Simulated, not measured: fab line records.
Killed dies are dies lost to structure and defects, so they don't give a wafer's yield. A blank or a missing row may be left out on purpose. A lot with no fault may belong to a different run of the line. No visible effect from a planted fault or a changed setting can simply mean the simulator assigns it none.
fab line records -- flow n5-finfet
record: lots: 4, wafers: 11, last-day: 17
route steps=1938 shown MOL_CONTACT_COAG@601 BEOL_M0_SAQP@632 BEOL_M4@1111 PASSIVATION@1936
lots that met no fault: from a run of the same line without faults
start-h: hours from the record's first day to the start of the lot's first wafer shown -- wait-h: hours since the lot's step before -- " unchanged from the row above -- L1.1+2: several wafers, shown together as one row -- - either no value or no given start -- * or withheld: withheld -- < > ~ a bound
route shown NAME@n: NAME is a module with steps in the file, n the number in the route of the first one -- usual: mean/standard deviation taken from wafers without a fault -- same: alike in all rows -- chamber/n: place in a boat -- sites: each site's reading -- _std_site: their standard deviation -- _edge_site: the outer-site mean with the inner-site mean subtracted -- radius-mm: how far each site lies from the wafer's centre -- mask NAME#n: copy n -- behind: the last tool/chamber to shape the wafer -- hold: why the lot went on hold/how many hours it stayed there/how the hold came to an end -- device: transistor that didn't switch, given as n, p or np -- end of line: at the end of the route, the tests of the same wafers -- where a step has no rows: the recipe by itself -- killed: the dies lost at the first sort to structure and to defects; this is not the yield of the wafer -- map: per-die view of a wafer (x killed, . not killed, _ where there is no die)
set.NAME: the setting that was run; set.NAME@STEP: the one run at that earlier step -- model.NAME: the simulator's own value behind a step, which no gauge read
certain route steps with their lots: each step a table, each wafer a row
services: a tool's chamber out of use, with start hour (start-h, from the record's first day; less than 0 if before it), hours out, and reason
== steps ==
step: N5_MOL_CONTACT_COAG_DEVELOP_39
recipe: develop-time-s: 30, developer: TMAH, resist: CAR-EUV, rinse-liquid: surfactant-rinse, dry: air-spin, dev-temp-c: 23
step: N5_MOL_CONTACT_COAG_DESCUM_45
recipe: chemistry: O2, time-s: 7, source-power-w: 50, bias-power-w: 20, pressure-mtorr: 20, rf-frequency-hz: 2.712e+07, temp-c: 40, resist: CAR-EUV, o2-flow-sccm: 225
step: N5_MOL_CONTACT_COAG_ETCH_65
recipe: chemistry: N2/H2, target: underlayer, target-depth-a: 130, mask-material: CAR-EUV, time-s: 10.4, ion-energy-ev: 200, pressure-mtorr: 30, source-w: 840, bias-w: 150, n2-flow-sccm: 200, h2-flow-sccm: 200, ends: cleared
step: N5_MOL_CONTACT_COAG_ETCH_66
recipe: chemistry: CF4, target: SiARC, target-depth-a: 130, mask-material: CAR-EUV, time-s: 21.7, ion-energy-ev: 80, pressure-mtorr: 40, source-w: 545, bias-w: 36, Ar_flow_sccm: 100, cf4-flow-sccm: 100, ends: cleared
step: N5_MOL_CONTACT_COAG_ALD_133
recipe: material: SiO2, target-thk-a: 50, temp-c: 100, ald-precursor-family: BDEAS, ald-co-reactant: O2-plasma, pulse-time-s: 1, co-reactant-pulse-time-s: 1, purge-time-s: 2, co-reactant-purge-time-s: 2, ald-cycles: 35, pressure-torr: 2
step: N5_MOL_CONTACT_COAG_ETCHBACK_134
recipe: chemistry: CHF3, target: SiO2, target-depth-a: 100, time-s: 6.7, ion-energy-ev: 200, pressure-mtorr: 30, source-w: 610, bias-w: 170, Ar_flow_sccm: 200, CHF3_flow_sccm: 50
step: N5_MOL_CONTACT_COAG_ETCH_67
recipe: chemistry: N2/H2, target: SOC, target-depth-a: 600, overetch-a: 210, mask-material: SiARC, temp-c: 40, time-s: 101.2, ion-energy-ev: 200, pressure-mtorr: 30, source-w: 840, bias-w: 150, n2-flow-sccm: 200, h2-flow-sccm: 200
step: N5_MOL_CONTACT_COAG_STRIP_68
recipe: chemistry: N2/H2, temp-c: 40, n2-flow-sccm: 200, h2-flow-sccm: 200, rf-frequency-hz: 6e+07
step: N5_MOL_CONTACT_COAG_STRIP_69
recipe: chemistry: N2/H2, temp-c: 40, n2-flow-sccm: 200, h2-flow-sccm: 200, rf-frequency-hz: 6e+07
step: N5_MOL_CONTACT_COAG_ETCHBACK_136
recipe: chemistry: CHF3, target: SiO2, target-depth-a: 250, time-s: 16.7, ion-energy-ev: 200, pressure-mtorr: 30, source-w: 610, bias-w: 170, Ar_flow_sccm: 200, CHF3_flow_sccm: 50
usual: drypump-motor-current-A: 5.8/0.44, oes_ar_750_au: 0.80/0.095, oes-product-au: 0.80/0.099, rf-vpp-V: 526/7.6, showerhead-plenum-p-Torr: 2.37/0.086, throttle-valve-pct: 18.75/0.24
same: time-s: 16.7
lot.wafer,tool,chamber,start-h,wait-h,drypump-motor-current-A,oes_ar_750_au,oes-product-au,rf-hours-counter-h,rf-vpp-V,showerhead-plenum-p-Torr,throttle-valve-pct,model.SOC_of_MOL_CONTACT_COAG_COAT_62.thk-nm
L888.1,rie-diel-06,1,116.65,0.0,5.5,0.69,0.69,248,515,2.33,18.63,57.4
L888.2,rie-diel-06,0,116.65,0.0,6.5,0.78,0.78,107,533,2.30,18.65,57.2
L888.4,rie-diel-06,1,116.65,0.0,5.5,0.69,0.69,-,516,2.33,18.64,57.2
L898.4,rie-diel-06,0,170.35,0.0,6.5,0.76,0.77,-,533,2.29,18.70,57
L898.6,rie-diel-06,3,170.35,0.0,5.5,0.92,0.70,-,523,2.34,18.88,58
L900.2,rie-diel-06,1,182.39,0.0,5.5,0.92,0.92,13,515,2.32,18.20,57.2
L900.3,rie-diel-06,3,182.39,0.0,5.5,0.90,0.68,21,522,2.34,18.87,58.2
L900.4,rie-diel-06,3,182.39,0.0,5.5,0.90,0.90,-,524,2.34,18.91,57.2
L908.2,rie-diel-01,1,222.55,0.0,5.3,0.71,0.70,230,520,2.26,19.28,56.8
L908.3,rie-diel-01,0,222.55,0.0,5.5,0.72,0.72,190,528,2.46,18.77,57
L908.4,rie-diel-01,3,222.55,0.0,5.5,0.71,0.72,208,527,2.35,18.71,57
step: N5_MOL_CONTACT_COAG_STRIP_120
recipe: chemistry: CHF3, resist: SiARC, rf-frequency-hz: 6e+07
step: N5_MOL_CONTACT_COAG_VIA_ETCH_117
recipe: chemistry: C4F6/O2, target-depth-a: 400, overetch-a: 80, mask-material: SOC, target: SiO2, bias-w: 455, pressure-mtorr: 10, time-s: 26, source-w: 325, Ar_flow_sccm: 300, C4F6_flow_sccm: 10, O2_flow_sccm: 10, ion-energy-ev: 575.3, ends: end-point
usual: C4F6_flow_sccm: 10.000/0.028, drypump-motor-current-A: 5.8/0.45, oes_ar_750_au: 0.80/0.095, oes-product-au: 0.72/0.082, rf-vpp-V: 1593/21, showerhead-plenum-p-Torr: 2.83/0.1, throttle-valve-pct: 41.1/0.36
lot.wafer,tool,chamber,start-h,wait-h,C4F6_flow_sccm,drypump-motor-current-A,oes_ar_750_au,oes-product-au,rf-hours-counter-h,rf-vpp-V,showerhead-plenum-p-Torr,throttle-valve-pct,model.MOL_CONTACT_COAG.feature-depth-nm,model.etch.depth-nm
L888.1,rie-diel-06,1,116.69,0.0,9.950,5.5,0.69,0.62,248,1560,2.77,40.8,40.4,40.36
L888.2,rie-diel-06,0,116.69,0.0,10.008,6.5,0.79,0.71,107,1616,2.75,41.2,40.4,40.49
L888.4,rie-diel-06,1,116.69,0.0,10.014,5.5,0.69,0.62,-,1561,2.77,40.8,40.2,40.27
L898.4,rie-diel-06,0,170.38,0.0,9.959,6.5,0.76,0.70,-,1616,2.74,41.2,40.4,40.31
L898.6,rie-diel-06,3,170.38,0.0,9.996,5.5,0.90,0.91,-,1581,2.80,41.6,48.6,48.54
L900.2,rie-diel-06,1,182.43,0.0,10.008,5.5,0.92,0.83,13,1560,2.76,40.4,40,40.05
L900.3,rie-diel-06,3,182.43,0.0,9.984,5.6,0.89,0.90,21,1580,2.79,41.6,48.6,48.6
L900.4,rie-diel-06,3,182.43,0.0,9.949,5.6,0.90,0.80,-,1582,2.79,41.4,40,39.99
L908.2,rie-diel-01,1,222.58,0.0,10.000,5.4,0.70,0.62,230,1575,2.70,41.7,39.8,39.9
L908.3,rie-diel-01,0,222.58,0.0,10.042,5.5,0.72,0.65,190,1599,2.94,41.2,40.2,40.24
L908.4,rie-diel-01,3,222.58,0.0,9.956,5.5,0.70,0.64,208,1592,2.80,41.3,39.8,39.83
step: N5_MOL_CONTACT_COAG_ETCH_124
recipe: chemistry: CH3F/O2, target: SiNx, target-depth-a: 65, mask-material: SOC, stop-on: SiOC, over-etch-frac: 0.3, ion-energy-ev: 120, pressure-mtorr: 30, source-w: 395, bias-w: 73, Ar_flow_sccm: 150, CH3F_flow_sccm: 30, O2_flow_sccm: 20, ends: end-point
usual: drypump-motor-current-A: 5.8/0.44, oes_ar_750_au: 0.80/0.096, oes-product-au: 0.69/0.081, rf-vpp-V: 299/4.2, showerhead-plenum-p-Torr: 1.99/0.075, throttle-valve-pct: 16.34/0.25
same: over-etch-frac: 0.3
lot.wafer,tool,chamber,start-h,wait-h,drypump-motor-current-A,oes_ar_750_au,oes-product-au,rf-hours-counter-h,rf-vpp-V,showerhead-plenum-p-Torr,throttle-valve-pct
L888.1,rie-diel-06,1,116.72,0.0,5.5,0.69,0.59,248,292,1.95,16.25
L888.2,rie-diel-06,0,116.72,0.0,6.5,0.78,0.68,107,304,1.93,16.30
L888.4,rie-diel-06,1,116.72,0.0,5.4,0.69,0.59,-,293,1.95,16.26
L898.4,rie-diel-06,0,170.42,0.0,6.5,0.76,0.67,-,303,1.93,16.32
L898.6,rie-diel-06,3,170.42,0.0,5.5,0.92,0.51,-,297,1.97,16.42
L900.2,rie-diel-06,1,182.46,0.0,5.5,0.93,0.79,13,294,1.94,15.77
L900.3,rie-diel-06,3,182.46,0.0,5.5,0.91,0.46,21,296,1.96,16.44
L900.4,rie-diel-06,3,182.46,0.0,5.5,0.91,0.77,-,296,1.96,16.44
L908.2,rie-diel-01,1,222.61,0.0,5.4,0.70,0.60,230,295,1.89,16.88
L908.3,rie-diel-01,0,222.61,0.0,5.5,0.72,0.62,190,301,2.07,16.38
L908.4,rie-diel-01,3,222.61,0.0,5.5,0.70,0.61,208,299,1.98,16.37
step: N5_MOL_CONTACT_COAG_ETCH_48
recipe: chemistry: C4F6/O2, target-depth-a: 150, overetch-a: 45, mask-material: SOC, target: SiOC, bias-w: 465, pressure-mtorr: 10, time-s: 17, source-w: 335, Ar_flow_sccm: 300, C4F6_flow_sccm: 10, O2_flow_sccm: 10, ion-energy-ev: 576
usual: C4F6_flow_sccm: 10.000/0.028, drypump-motor-current-A: 5.8/0.44, oes_ar_750_au: 0.80/0.094, oes-product-au: 0.66/0.086, rf-vpp-V: 1595/22, showerhead-plenum-p-Torr: 2.83/0.1, throttle-valve-pct: 40.7/0.36
same: time-s: 17
lot.wafer,tool,chamber,start-h,wait-h,C4F6_flow_sccm,drypump-motor-current-A,oes_ar_750_au,oes-product-au,rf-hours-counter-h,rf-vpp-V,showerhead-plenum-p-Torr,throttle-valve-pct,model.SOC_of_MOL_CONTACT_COAG_COAT_62.thk-nm
L888.1,rie-diel-06,1,116.76,0.0,10.021,5.5,0.69,0.57,248,1561,2.77,40.4,46
L888.2,rie-diel-06,0,116.76,0.0,9.972,6.5,0.78,0.67,107,1618,2.75,40.8,45.8
L888.4,rie-diel-06,1,116.76,0.0,10.053,5.5,0.69,0.55,-,1562,2.77,40.4,45.8
L898.4,rie-diel-06,0,170.46,0.0,10.012,6.5,0.77,0.61,-,1619,2.74,40.7,45.6
L898.6,rie-diel-06,3,170.46,0.0,10.008,5.5,0.91,0.39,-,1583,2.80,40.9,46.6
L900.2,rie-diel-06,1,182.50,0.0,10.029,5.4,0.92,0.80,13,1561,2.76,39.9,45.8
L900.3,rie-diel-06,3,182.50,0.0,9.988,5.5,0.89,0.37,21,1582,2.79,40.9,46.8
L900.4,rie-diel-06,3,182.50,0.0,9.986,5.5,0.91,0.73,-,1583,2.79,41.0,45.8
L908.2,rie-diel-01,1,222.65,0.0,9.970,5.3,0.71,0.55,230,1578,2.70,41.2,45.2
L908.3,rie-diel-01,0,222.65,0.0,10.001,5.5,0.72,0.60,190,1600,2.94,40.7,45.8
L908.4,rie-diel-01,3,222.65,0.0,9.971,5.5,0.71,0.57,208,1595,2.80,40.8,45.6
step: N5_MOL_CONTACT_COAG_STRIP_72
recipe: chemistry: N2/H2, power-w: 450, temp-c: 40, pressure-mtorr: 20, rf-frequency-hz: 6e+07, overash-fraction: 3, bias-power-w: 7, h2-frac: 0.5, n2-flow-sccm: 200, h2-flow-sccm: 200
step: N5_MOL_CONTACT_COAG_STRIP_49
recipe: chemistry: N2/H2, time-s: 30, power-w: 1000, temp-c: 250, pressure-mtorr: withheld, n2-flow-sccm: 1750, h2-flow-sccm: 3250
step: N5_MOL_CONTACT_COAG_PRECLEAN_138
recipe: chemistry: alkaline-clean, temp-c: 60, time-s: 60, do-ppb: 50
step: N5_MOL_CONTACT_COAG_SRD_139
recipe: dry: ipa-marangoni, time-s: 30, temp-c: 23, rinse-liquid: diw
step: N5_MOL_CONTACT_COAG_PRE_CLEAN_121
recipe: gas: H2/He, time-s: *, temp-c: withheld
step: N5_MOL_CONTACT_COAG_CVD_140
recipe: material: W, target-thk-a: 665, mode: selective-fill, temp-c: 300, time-s: 215
step: N5_MOL_CONTACT_COAG_PRECLEAN_127
recipe: chemistry: DIW, time-s: 57.5, temp-c: 23
step: N5_MOL_CONTACT_COAG_SRD_128
recipe: dry-time-s: 32, dry: n2-spin, spin-rpm: 1500
step: N5_MOL_CONTACT_COAG_CMP_52
recipe: stop-on: SiO2, t-overpolish-s: 1.5, post-cmp-clean: w-dilute-nh4oh, down-force-psi: 4, platen-rpm: 50.289, pad-velocity-m-s: 1.0006, target-thk-nm: 66.5
step: N5_MOL_CONTACT_COAG_ANNEAL_112
recipe: temp-c: 400, time-s: 1800, ambient: HPD2, pressure-atm: 10
step: N5_BEOL_M0_SAQP_PECVD_00
recipe: material: SiCN, target-thk-a: 80, temp-c: withheld, precursor: 3MS/NH3, pressure-torr: 3, rf-w: 202, time-s: 14
step: N5_BEOL_M0_SAQP_ILD_DEP_01
recipe: material: SiOC, target-thk-a: 454.19, temp-c: 350, precursor: DEMS/O2, pressure-torr: 5, rf-w: 500, time-s: 8.7
step: N5_BEOL_M0_SAQP_HM_DEP_02
recipe: material: TiN, target-thk-a: 120, temp-c: 25, chamber-pressure-pa: 0.49996
step: N5_BEOL_M0_SAQP_PECVD_03
recipe: material: SiCN, target-thk-a: 120, temp-c: withheld, precursor: 3MS/NH3, pressure-torr: 3, rf-w: 202, time-s: 21.1
step: N5_BEOL_M0_SAQP_PECVD_96
recipe: material: a-Si, target-thk-a: 450, temp-c: 350, precursor: SiH4/He, pressure-torr: 3, rf-w: 100, time-s: 45.2
step: N5_BEOL_M0_SAQP_PECVD_97
recipe: material: SiNx, target-thk-a: 230, temp-c: 350, precursor: SiH4/NH3/N2, pressure-torr: 1.5, rf-w: 300, time-s: 19.9
step: N5_BEOL_M0_SAQP_PECVD_04
recipe: material: a-Si, target-thk-a: 600, temp-c: 350, precursor: SiH4/He, pressure-torr: 3, rf-w: 100, time-s: 60.2
step: N5_BEOL_M0_SAQP_HM_DEP_111
recipe: material: SiO2, target-thk-a: 120, temp-c: 400, precursor: SiH4/N2O, pressure-torr: 0.75, rf-w: 275, time-s: 7.2
step: N5_BEOL_M0_SAQP_COAT_81
recipe: resist: SOC, temp-c: 250, time-s: 60, spin-rpm: 1500, resist-thk-nm: 100
step: N5_BEOL_M0_SAQP_COAT_82
recipe: resist: SiARC, temp-c: 220, time-s: 60, spin-rpm: 1500, resist-thk-nm: 30
step: N5_BEOL_M4_RC_MEAS_101
usual: DIBL_N: 36.4/1.6, DIBL_P: 36.2/1.8, IOFF_N: 0.159/0.029, IOFF_P: 0.21/0.034, ION_N: 670/12, ION_P: 459/8.2, SS_N: 71.5/0.59, SS_P: 73.2/0.54, VT_N: 250/3.3, VT_P: -250/3.7
lot.wafer,tool,chamber,start-h,wait-h,DIBL_N[mV/V],DIBL_P[mV/V],IOFF_N[nA/um],IOFF_P[nA/um],ION_N[uA/um],ION_P[uA/um],SS_N[mV/dec],SS_P[mV/dec],VT_N[mV],VT_P[mV]
L888.1,prober-02,0,188.49,0.0,37.6,38.5,0.178,0.23,672,454,71.7,74.4,252,-250
L888.2,prober-02,0,188.49,0.0,35.8,37.1,0.149,0.19,657,448,70.8,73.3,249,-253
L888.4,prober-02,0,188.49,0.0,36.8,37.3,0.164,0.21,680,458,70.8,73.3,249,-252
L898.4,prober-02,0,252.09,0.5,38.4,37.2,0.200,0.23,678,461,72.2,73.9,246,-251
L900.2,prober-01,0,272.58,0.2,38.0,35.7,0.173,0.21,672,455,71.8,73.6,247,-249
L900.4,prober-01,0,272.58,0.2,37.6,36.4,0.166,0.23,677,465,71.0,72.7,249,-249
L908.2,prober-02,0,304.25,0.2,36.5,34.4,0.146,0.17,665,455,72.2,72.6,250,-253
L908.3,prober-02,0,304.25,0.2,37.5,36.1,0.160,0.21,666,459,72.0,73.2,249,-252
L908.4,prober-02,0,304.25,0.2,37.6,35.4,0.173,0.19,684,461,71.6,73.4,247,-250
step: N5_PASSIVATION_PROBE_49
usual: defect-limited-yield: 91.1/1.5, killed_at_M0_to_M3: 33/9.9, killed_at_M4_up: 14/5.2, killed-at-contacts: 12/6.7, killed-at-front-end: 43/13, killed-at-other: 3.4/2.7, killed-dies: 105/17, killed-on-rim: 14/4.2, killed-open: 69/13, killed-short: 33/7.5, sort_bin_5_function: 5.2/0.91, sort_bin_6_memory: 3.3/0.71, sort_bin_8_speed: 0.00/0.032, sort-n-pass: 1075/17, sort-yield-pct: 91.1/1.5
same: gross-dies: 1180, killed-at-back-side: 0, sort_bin_4_leakage[%]: 0
lot.wafer,tool,chamber,start-h,wait-h,defect-limited-yield[%],killed_at_M0_to_M3,killed_at_M4_up,killed-at-contacts,killed-at-front-end,killed-at-other,killed-dies,killed-on-rim,killed-open,killed-short,sort_bin_5_function[%],sort_bin_6_memory[%],sort_bin_8_speed[%],sort-n-pass,sort-yield-pct[%]
L888.1,prober-01,-,305.23,0.0,89.2,48,23,12,37,7,127,20,95,32,6.6,4.1,0,1053,89.2
L888.2,prober-01,-,305.28,0.1,91.1,41,7,12,40,5,105,14,77,28,5.1,3.5,0.08,1074,91.0
L888.4,prober-01,-,305.38,0.2,90.9,45,14,5,41,2,107,19,78,28,4.9,4.0,0,1073,90.9
L898.4,prober-01,-,356.54,0.2,89.5,51,4,20,46,3,124,15,84,38,6.5,3.6,0,1056,89.5
L898.6,prober-01,-,356.64,0.3,27.4,17,13,793,33,1,857,89,51,38,70.1,2.4,0,323,27.4
L900.2,prober-02,-,370.13,0.1,91.1,32,16,5,48,4,105,15,70,35,5.3,3.4,0,1075,91.1
L900.3,prober-02,-,370.18,0.1,24.1,35,9,796,53,3,896,100,77,30,72.0,3.6,0,284,24.1
L900.4,prober-02,-,370.23,0.2,91.9,29,19,5,37,5,95,9,66,27,4.9,2.6,0,1085,91.9
L908.2,prober-02,-,406.82,0.1,88.8,34,23,17,57,1,132,13,81,49,6.2,4.8,0,1048,88.8
L908.3,prober-02,-,406.87,0.1,89.4,33,24,10,56,2,125,14,71,48,6.4,3.6,0,1055,89.4
L908.4,prober-02,-,406.92,0.2,89.5,38,18,18,47,3,124,16,83,39,6.4,3.8,0,1056,89.5
killed by level:class
L888.1 BEOL_M2:geometric-particle:open=15 BEOL_M3:geometric-particle:open=12 MOL_CONTACT_COAG:geometric-particle:open=10 BEOL_M4:geometric-particle:open=10 BEOL_M0_SAQP:geometric-particle:short=8 DUMMY_GATE:geometric-particle:open=7 GATE_CUT:geometric-particle:short=6 BEOL_M0_SAQP:geometric-particle:open=5
L888.2 BEOL_M2:geometric-particle:open=19 FIN_SAQP:geometric-particle:open=16 MOL_CONTACT_COAG:geometric-particle:open=11 FIN_SAQP:geometric-particle:short=10 BEOL_M1:geometric-particle:open=8 BEOL_M0_SAQP:geometric-particle:open=6 BEOL_M3:geometric-particle:open=3 DUMMY_GATE:geometric-particle:open=3
L888.4 BEOL_M3:geometric-particle:open=14 FIN_SAQP:geometric-particle:open=11 BEOL_M0_SAQP:geometric-particle:open=9 DUMMY_GATE:geometric-particle:open=8 BEOL_M2:geometric-particle:open=8 FIN_SAQP:geometric-particle:short=6 BEOL_M0_SAQP:geometric-particle:short=5 BEOL_M0:geometric-particle:open=5
L898.4 BEOL_M2:geometric-particle:open=16 MOL_CONTACT_COAG:geometric-particle:open=15 BEOL_M1:geometric-particle:open=15 FIN_SAQP:geometric-particle:open=12 FIN_SAQP:geometric-particle:short=9 STI_FIN_REVEAL:geometric-particle:open=8 BEOL_M3:geometric-particle:open=7 MOL_CONTACT_COAG:geometric-particle:short=5
L898.6 MOL_CONTACT_COAG:area-etch=767 MOL_CONTACT_COAG:geometric-particle:open=17 GATE_CUT:geometric-particle:short=9 MOL_CONTACT_COAG:geometric-particle:short=9 FIN_SAQP:geometric-particle:short=7 FIN_SAQP:geometric-particle:open=5 STI_FIN_REVEAL:geometric-particle:open=5 BEOL_M1:geometric-particle:open=4
L900.2 STI_FIN_REVEAL:geometric-particle:open=19 BEOL_M0_SAQP:geometric-particle:open=10 STI_FIN_REVEAL:geometric-particle:short=8 BEOL_M2:geometric-particle:open=8 FIN_SAQP:geometric-particle:short=7 BEOL_M4:geometric-particle:open=7 MOL_CONTACT_COAG:geometric-particle:open=5 BEOL_M3:geometric-particle:open=4
L900.3 MOL_CONTACT_COAG:area-etch=789 STI_FIN_REVEAL:geometric-particle:open=21 BEOL_M2:geometric-particle:open=13 FIN_SAQP:geometric-particle:open=11 FIN_SAQP:geometric-particle:short=10 MOL_CONTACT_COAG:geometric-particle:open=6 BEOL_M0_SAQP:geometric-particle:short=6 BEOL_M0:geometric-particle:open=5
L900.4 STI_FIN_REVEAL:geometric-particle:open=14 BEOL_M0_SAQP:geometric-particle:open=10 BEOL_M4:geometric-particle:open=9 BEOL_M0_SAQP:geometric-particle:short=7 STI_FIN_REVEAL:geometric-particle:short=6 FIN_SAQP:geometric-particle:open=4 FIN_SAQP:geometric-particle:short=4 BEOL_M3:geometric-particle:open=4
L908.2 FIN_SAQP:geometric-particle:short=15 STI_FIN_REVEAL:geometric-particle:open=12 MOL_CONTACT_COAG:geometric-particle:open=11 BEOL_M2:geometric-particle:open=8 FIN_SAQP:geometric-particle:open=7 BEOL_M0:geometric-particle:open=7 BEOL_M4:geometric-particle:open=7 MOL_CONTACT_COAG:geometric-particle:short=6
L908.3 FIN_SAQP:geometric-particle:short=17 MOL_CONTACT_COAG:geometric-particle:open=10 STI_FIN_REVEAL:geometric-particle:open=7 BEOL_M3:geometric-particle:open=7 BEOL_M5:geometric-particle:short=7 FIN_SAQP:geometric-particle:open=6 BEOL_M0_SAQP:geometric-particle:open=5 BEOL_M0_SAQP:geometric-particle:short=5
L908.4 MOL_CONTACT_COAG:geometric-particle:open=15 FIN_SAQP:geometric-particle:short=13 FIN_SAQP:geometric-particle:open=11 BEOL_M0_SAQP:geometric-particle:open=10 BEOL_M5:geometric-particle:open=7 BEOL_M1:geometric-particle:open=6 STI_FIN_REVEAL:geometric-particle:open=6 BEOL_M0_SAQP:geometric-particle:short=6
map L898.6 (x killed, . not)
_________________.x..xx.x..xx________________
______________....x......xx.xxxx_____________
___________.......xx.x..xx.xxxxx...__________
__________............x......xxx...x_________
________....x.....xxxx.x...xxxxx...xxx_______
_______x......xxxx.x.x.x..xxxx.......x.______
______........xxxxxxxxx.xx.xxx....x.x..._____
_____....x..xxxx.xxxxxxx.xx..x.xx....x..x____
____xx...x..xxx.xxxxxxx..xxx..x.xxx.x..x..___
___xx....xxxxx.x..xxxxxx.x.xxxxxxxx..xx..xx__
___x.....xxx.xxx.xxxxxxx.xxxxxxx.xxx.......__
__...x..xxxxxxx...xxxxxxxxxxxxxxxxxxx.x.xxxx_
__.......xxx..xx.x.xxxxxxxxxxxxxxxxxx..xxxxx_
_....x..xxxxxxxxxxxxxxxxxxxxxx.xxxxxxxxxxxxxx
_...xxxxxxxxxxx.xxxxxxxxxxxxx.xxxxxxxx..xxxxx
_.xx.xxxxxxxxxxxxxxxxxxxxxxxxxxxxxxx.x.xx...x
_xxxxxxxxxxxxxxxxxxxxxxxxxxx.x.x.xxxxxxxx.x.x
_x.xx.xxxxxxxxxxx.xxxxxxxxxx.xxxx.x...xx.xx.x
_x.x....xxxxxxxx.xxxxxxxxxxxxxx...x.xxxx.x.xx
_xx..xxxxxxxxxxxx..xxxxxxxxxxxxxxxx..xx.xxxxx
_xxx...xxxxxxxxxx.x.xxxxxxxxxxxxxxxxxxxxxxxxx
__.xx.xxxx.xxxxxxxxxxx.xxxxxxxxxxxxx.xx.xxxx_
__.x....x.xxxxxxxxxxxxxxxxxxxxxxxxxxxxx.xxxx_
___....xxxxxx.xxxxxxxxxxxxxxxxx.xxxxx......__
___....xxxxxxxxxxxxxxxxxxxxxxxxxxxx......x.__
____..xxxxxxx.xxxxxxx.xxxxxx.xx.xxxxx.....___
_____x.xxxxxxxxxxxxx.xxxxxxxxx.xxxx......____
______.xxxxxx.xxxxxxxxxxxx.xx..xxxxxxxxx_____
_______xxxxxxx..x.xxxxxx.xxxxxxxxxxxx.x______
________xxxxxxxxx.xxxxxxxxxxx.xxxxxxxx_______
__________xxxxxxxxxxxxxxxxxxxxxxxxxx_________
___________xxxxxxxxxxxxxxxxxxxxxxxx__________
______________xxxxxxxxxxxxxxxxxx_____________
_________________xxxxx..x..x.________________
map L900.3 (x killed, . not)
_________________...x...xxxxx________________
______________.....x...x..xxxxxx_____________
___________......x.x.x..x.x.xxxxx.x__________
__________....x....xxxxxxx.xxx.x.xx._________
________x.x..x.x......xxx.xxxxxx..x..._______
_______....x......x.x...x..xxxxxxx.xx..______
______...xxxxxx.xxx..xx.x.xxxxxxxx......_____
_____xx......xxxxxxx.xxxx.x.xxxxxxx...x..____
____xx...xx.xx.x.xxxxxxxxxxxxxxx.......xxx___
___......x..xxx..x.xxxxxxxx.xxxxxx.x...xxxx__
___......x.xxxxx...xx.xx.xx.xxx...x.....xxx__
__x.x.....xxxx.x.xxxxxxx.xx...x..x.....xxxxx_
__.x....x.xxxxxx..xxxxxxxxx...xxxxxxxxxxxxxx_
_.........xxxxxxxxxxxxxxxxxxxxxxxxxxxxxxxxxxx
_x.x....xx.x.x.xxxxx.x.xxxxxxxxxxxxxxxxxxxxxx
_.xxxx.xxxxxxxx.xxxxxxxxxxxxxxxxxxxxxxxxxxxxx
_xxxxxxxxxxxxx.xxxx.xxxxxxxxxxxxxxx.xxxxxxxxx
_xxxxxxxxxxxxxxxxxxx.xxxxxxxxx.xxxx..xxxxxxxx
_xxxxxx.xxxxxxxxxx.xxxxxxxxxxx.xxx..x.xxxxxxx
_x.x.xx...xxxxxxx.xxxxxxxxxxxxx.xxxx.xx.xxxxx
_xxxxx.xxxxxxxxxxxxxxx.xxxxxxxxxxxxxxxxxxxxxx
__x.xx.xxxxxxxxxxxxxxxxxxxxxxxxxxxxxx.xxxxxx_
__x.x.x.xxxxxxxxxxxxxxxxxxxxxxxxxxxxxx.x.xx._
___x......xxxxxxxxxxxxxxxxxxxxxxxxxx.x.....__
___..x..xxxxxxxxxxxx..xxxxxxxxxxxxx.....x..__
____....xxxxxxxxxxxxxxxxxxxxxxxxxxxx....x.___
_____.xxxxxx.xxx.xxxx..xxxxxxxxxxxxxxxx.x____
______xxxxxxxxxx..xxxxxxxxxxxxxxxxxxxxxx_____
_______xxxxxxxx.xx..xxxxxxxxxxxxxxxxxxx______
________xxxxxxxxxxxxxxxxxxxxxxxxxxxxxx_______
__________xxxxxxxxxxxxxxxxxxxxxxxxxx_________
___________xxxxxxxxxxxxxxxxxxxxxxxx__________
______________xxxxxxxxxxxxxxxxxx_____________
_________________xxxxxxxxxxxx________________
== services ==
tool,chamber,start-h,hours,kind
rie-diel-01,1,95.89,7.1,repair
rie-diel-06,3,104.22,-,clean
rie-diel-06,3,104.22,-,consumable-replace:focus-ring
rie-diel-06,3,104.22,26.0,scheduled-down
rie-diel-06,3,104.22,26.0,vent-cycle
rie-diel-06,-,127.09,0.4,repair
rie-diel-06,1,130.24,-,clean
rie-diel-06,1,130.24,-,consumable-replace:focus-ring
rie-diel-06,1,130.24,18.3,scheduled-down
rie-diel-06,1,130.24,18.3,vent-cycle
rie-diel-06,2,166.95,-,clean
rie-diel-06,2,166.95,-,consumable-replace:focus-ring
rie-diel-06,2,166.95,22.3,scheduled-down
rie-diel-06,2,166.95,22.3,vent-cycle
rie-diel-06,0,200.50,16.6,repair
== key ==
first-sign: step: N5_MOL_CONTACT_COAG_ETCH_124, reading: oes-product-au, direction: down, sigmas: 2.5, usual: 0.69, struck: 0.48
effect: step: N5_MOL_CONTACT_COAG_ETCH_48, reading: oes-product-au, direction: down, sigmas: 3.2, usual: 0.66, struck: 0.38
effect: step: N5_PASSIVATION_PROBE_49, reading: killed-at-contacts, direction: up, sigmas: 99+, usual: 12, struck: 794
model-effect: step: N5_MOL_CONTACT_COAG_ETCHBACK_136, value: SOC_of_MOL_CONTACT_COAG_COAT_62.thk-nm, without: 57.1, struck: 58.1
model-effect: step: N5_MOL_CONTACT_COAG_VIA_ETCH_117, value: MOL_CONTACT_COAG.feature-depth-nm, without: 39.9, struck: 48.6
model-effect: step: N5_MOL_CONTACT_COAG_ETCH_48, value: SOC_of_MOL_CONTACT_COAG_COAT_62.thk-nm, without: 45.6, struck: 46.7
more-kills-born-at: N5_MOL_CONTACT_COAG_ETCH_48@rie-diel-06: 1556
met-at N5_MOL_CONTACT_COAG_ETCHBACK_136
struck-wafers L898.6,L900.3
later-rows-left-out L898.6,L900.3
onset-between 116.65 170.35
fault: kind: process-parameter-drift, tool: rie-diel-06, chamber: -, onset-h: 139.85, steps: N5_MOL_CONTACT_COAG_ETCHBACK_136, channel: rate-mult, offset: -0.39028, shape: step, end-h: 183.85, scope: struck-wafers-only
later-rows-left-out: the simulator's readings of these wafers behind a module that went badly wrong aren't trusted and aren't shown, but for the sort
